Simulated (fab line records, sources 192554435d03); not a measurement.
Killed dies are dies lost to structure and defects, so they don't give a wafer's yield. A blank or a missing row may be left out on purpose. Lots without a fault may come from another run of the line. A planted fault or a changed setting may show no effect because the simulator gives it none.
Chamber matching | flow n5_finfet | N5_FIN_SAQP_SPACER1_ETCHBACK_25 on rie_diel-05: 4 sister chambers
The step etches SiO2 in CHF3/O2, target depth 24.4 nm, time 12.2 s. 8 wafers are shown with their chamber, then 9 later ones without.

WAFERS WITH THEIR CHAMBER
wafer  | chamber | showerhead_plenum_p_Torr (Torr) | drypump_motor_current_A (A)
L080.3 | 2       | 2.27                            | 5.2
L081.5 | 2       | 2.27                            | 5.2
L087.1 | 0       | 2.33                            | 6.4
L087.2 | 3       | 2.47                            | 5.5
L087.3 | 1       | 2.50                            | 5.1
L091.2 | 3       | 2.47                            | 5.5
L091.4 | 1       | 2.49                            | 5.2
L091.6 | 0       | 2.32                            | 6.4

WAFERS WITHOUT THEIR CHAMBER
wafer  | showerhead_plenum_p_Torr (Torr) | drypump_motor_current_A (A)
L092.4 | 2.32                            | 6.5
L092.5 | 2.46                            | 5.6
L092.6 | 2.55                            | 5.2
L094.2 | 2.55                            | 5.2
L094.3 | 2.46                            | 5.5
L094.6 | 2.32                            | 6.4
L096.1 | 2.49                            | 5.1
L096.3 | 2.32                            | 6.5
L096.5 | 2.32                            | 6.4

WHICH CHAMBER EACH WENT THROUGH
wafer  | from the rows above | in truth
L092.4 | 0                   | 0
L092.5 | 3                   | 3
L092.6 | 1                   | 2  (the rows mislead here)
L094.2 | 1                   | 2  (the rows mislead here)
L094.3 | 3                   | 3
L094.6 | 0                   | 0
L096.1 | 1                   | 1
L096.3 | 0                   | 0
L096.5 | 0                   | 0
Placed correctly: 7 of 9. Can't be placed from these rows: 0. Placed wrongly: 2.
How it was worked out, from the rows above alone: a wafer's distance from a chamber is the root of the sum, over the readings, of the square of ((its reading less the chamber's mean) divided by the reading's scatter). The wafer belongs to the nearest chamber; if the next one is less than 2 further off, it can't be placed. A chamber's mean is the mean of its shown wafers. The scatter: the root of (the sum of the squares of (reading less its chamber's mean) over the shown wafers, divided by (wafers less chambers)).
